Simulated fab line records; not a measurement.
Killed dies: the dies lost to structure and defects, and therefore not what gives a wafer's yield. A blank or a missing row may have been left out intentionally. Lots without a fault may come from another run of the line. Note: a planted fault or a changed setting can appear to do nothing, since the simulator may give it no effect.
Split-lot trial :: flow n5_finfet :: 21 wafers read from 7 lots, route of 1938 steps

== ABOUT THE SPLIT ==
At N5_BEOL_M8_ILD_DEP_00 (deposits SiCOH lowk from DEMS/porogen, target thk 179.75 nm, time 33.4 s), the setting time_s was moved away from the recipe's 33.4 s on 7 of the 21 wafers read, by -11.4% to +6.6%. For the rest of the wafers, this setting stayed at what the recipe calls for.

== FROM THE SPLIT ON TO THE READING: in between, the file shows 1 step ==
- N5_BEOL_M8_CURE_74: cures SiCOH lowk, time 240 s

== THE READING ==
M8_ILD_THK in nanometres, read at N5_BEOL_M8_THK_MEAS_01. On this fab line, fault-free wafers typically give 155.3 nm with a standard deviation of 2 nm.

wafer: L078.1
tool, chamber at the split: pecvd-03, 1
time_s as run, s: 31.06
against the recipe: -7.0%
M8_ILD_THK, nm: 145.4
against lot-mates on the recipe: -11.7

wafer: L078.3
tool, chamber at the split: pecvd-03, 0
time_s as run, s: 33.4
against the recipe: recipe
M8_ILD_THK, nm: 156.0
against lot-mates on the recipe: -

wafer: L078.5
tool, chamber at the split: pecvd-03, 1
time_s as run, s: 33.4
against the recipe: recipe
M8_ILD_THK, nm: 158.1
against lot-mates on the recipe: -

wafer: L081.1
tool, chamber at the split: pecvd-03, 2
time_s as run, s: 31.78
against the recipe: -4.9%
M8_ILD_THK, nm: 146.9
against lot-mates on the recipe: -8.0

wafer: L081.2
tool, chamber at the split: pecvd-03, 0
time_s as run, s: 31.78
against the recipe: -4.9%
M8_ILD_THK, nm: 145.7
against lot-mates on the recipe: -9.2

wafer: L081.5
tool, chamber at the split: pecvd-03, 2
time_s as run, s: 33.4
against the recipe: recipe
M8_ILD_THK, nm: 154.9
against lot-mates on the recipe: -

wafer: L088.3
tool, chamber at the split: pecvd-03, 2
time_s as run, s: 33.4
against the recipe: recipe
M8_ILD_THK, nm: 153.0
against lot-mates on the recipe: -

wafer: L088.5
tool, chamber at the split: pecvd-03, 2
time_s as run, s: 33.4
against the recipe: recipe
M8_ILD_THK, nm: 154.3
against lot-mates on the recipe: -

wafer: L088.6
tool, chamber at the split: pecvd-03, 0
time_s as run, s: 33.4
against the recipe: recipe
M8_ILD_THK, nm: 155.9
against lot-mates on the recipe: -

wafer: L093.3
tool, chamber at the split: pecvd-02, 1,2
time_s as run, s: 33.4
against the recipe: recipe
M8_ILD_THK, nm: 158.0
against lot-mates on the recipe: -

wafer: L093.5
tool, chamber at the split: pecvd-02, 0
time_s as run, s: 33.4
against the recipe: recipe
M8_ILD_THK, nm: 156.9
against lot-mates on the recipe: -

wafer: L093.6
tool, chamber at the split: pecvd-02, 1,2
time_s as run, s: 33.4
against the recipe: recipe
M8_ILD_THK, nm: 158.2
against lot-mates on the recipe: -

wafer: L094.1
tool, chamber at the split: pecvd-02, 1
time_s as run, s: 33.4
against the recipe: recipe
M8_ILD_THK, nm: 154.6
against lot-mates on the recipe: -

wafer: L094.2
tool, chamber at the split: pecvd-02, 0
time_s as run, s: 35.04
against the recipe: +4.9%
M8_ILD_THK, nm: 161.7
against lot-mates on the recipe: +7.1

wafer: L094.6
tool, chamber at the split: pecvd-02, 0
time_s as run, s: 35.04
against the recipe: +4.9%
M8_ILD_THK, nm: 163.4
against lot-mates on the recipe: +8.8

wafer: L096.1
tool, chamber at the split: pecvd-03, 1
time_s as run, s: 35.62
against the recipe: +6.6%
M8_ILD_THK, nm: 162.2
against lot-mates on the recipe: +8.4

wafer: L096.2
tool, chamber at the split: pecvd-03, 0
time_s as run, s: 33.4
against the recipe: recipe
M8_ILD_THK, nm: 153.2
against lot-mates on the recipe: -

wafer: L096.6
tool, chamber at the split: pecvd-03, 0
time_s as run, s: 33.4
against the recipe: recipe
M8_ILD_THK, nm: 154.3
against lot-mates on the recipe: -

wafer: L097.1
tool, chamber at the split: pecvd-03, 0
time_s as run, s: 29.6
against the recipe: -11.4%
M8_ILD_THK, nm: 137.1
against lot-mates on the recipe: -18.1

wafer: L097.2
tool, chamber at the split: pecvd-03, 1
time_s as run, s: 33.4
against the recipe: recipe
M8_ILD_THK, nm: 152.8
against lot-mates on the recipe: -

wafer: L097.5
tool, chamber at the split: pecvd-03, 1
time_s as run, s: 33.4
against the recipe: recipe
M8_ILD_THK, nm: 157.5
against lot-mates on the recipe: -
If several chambers appear in one row, that row covers several wafers at once and the file leaves open which wafer was in which chamber.

THE FIT
A straight line over all 21 wafers: M8_ILD_THK changes by +1.51 nm for each +1% of time_s; r = +0.95; the points scatter about the line by 1.9 nm.
The same after taking each lot's own level away (the mean of its wafers on the recipe; 21 wafers): +1.58 nm for each +1%; r = +0.98; scatter 1.2 nm.
That fit puts the effect of the largest move of time_s on the reading at 18 nm.
From 153.75 to 157.70 nm: that is the span of the lots' own levels, equal to 2.0 times the standard deviation above.
The two slopes agree, so the slope changes little with the lot-to-lot level.
Check: -18.3 nm against its lot-mates is what the line predicts for one of the wafers moved furthest among these (-11.4%) when that wafer is left out of the fit. Against them it came out at -18.1 nm.

== FURTHER SPLITS ON THESE WAFERS ==
Before the reading, these wafers also passed through other splits. Each is held against what the fit with the lots' levels taken away leaves over:
other split on the same wafers: N5_BEOL_M2_TRENCH_ETCH_37 source_w
wafers away from the commonest value: 6
r with M8_ILD_THK (lot level and that fit taken away): +0.16

other split on the same wafers: N5_BEOL_M3_EXPOSE_25 dose_mj
wafers away from the commonest value: 6
r with M8_ILD_THK (lot level and that fit taken away): +0.16

other split on the same wafers: N5_BEOL_M3_DESCUM_33 time_s
wafers away from the commonest value: 9
r with M8_ILD_THK (lot level and that fit taken away): +0.08

other split on the same wafers: N5_BEOL_M3_SPUTTER_81 time_s
wafers away from the commonest value: 6
r with M8_ILD_THK (lot level and that fit taken away): -0.22

other split on the same wafers: N5_BEOL_M5_ETCH_68 time_s
wafers away from the commonest value: 7
r with M8_ILD_THK (lot level and that fit taken away): +0.37

other split on the same wafers: N5_BEOL_M5_ETCH_41 source_w
wafers away from the commonest value: 11
r with M8_ILD_THK (lot level and that fit taken away): -0.08

other split on the same wafers: N5_BEOL_M6_PECVD_70 temp_c
wafers away from the commonest value: 8
r with M8_ILD_THK (lot level and that fit taken away): -0.24

other split on the same wafers: N5_BEOL_M6_COAT_05 spin_rpm
wafers away from the commonest value: 4
r with M8_ILD_THK (lot level and that fit taken away): -0.18

other split on the same wafers: N5_BEOL_M7_PECVD_70 temp_c
wafers away from the commonest value: 6
r with M8_ILD_THK (lot level and that fit taken away): +0.02

other split on the same wafers: N5_BEOL_M7_COAT_05 spin_rpm
wafers away from the commonest value: 7
r with M8_ILD_THK (lot level and that fit taken away): -0.02

== THE WHOLE CHAIN: every reading that the file lists as answering this split, in the file's order ==
step: N5_BEOL_M8_ILD_DEP_00
what it does: deposits SiCOH lowk from DEMS/porogen, target thk 179.75 nm, time 33.4 s
reading: SiCOH_lowk_of_BEOL_M8_ILD_DEP_00.thk_nm (the simulator's own value, which no gauge read)
change (the file's fit): +1.81 nm for each +1% of the setting
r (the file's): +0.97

step: N5_BEOL_M8_CURE_74
what it does: cures SiCOH lowk, time 240 s
reading: SiCOH_lowk_of_BEOL_M8_ILD_DEP_00.thk_nm (the simulator's own value, which no gauge read)
change (the file's fit): +1.57 nm for each +1% of the setting
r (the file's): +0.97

step: N5_BEOL_M8_THK_MEAS_01
what it does: 
reading: M8_ILD_THK
change (the file's fit): +1.57 for each +1% of the setting
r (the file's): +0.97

== FILE'S OWN FIT ==
M8_ILD_THK changes by +1.57 nm for each +1% of time_s, r = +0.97.
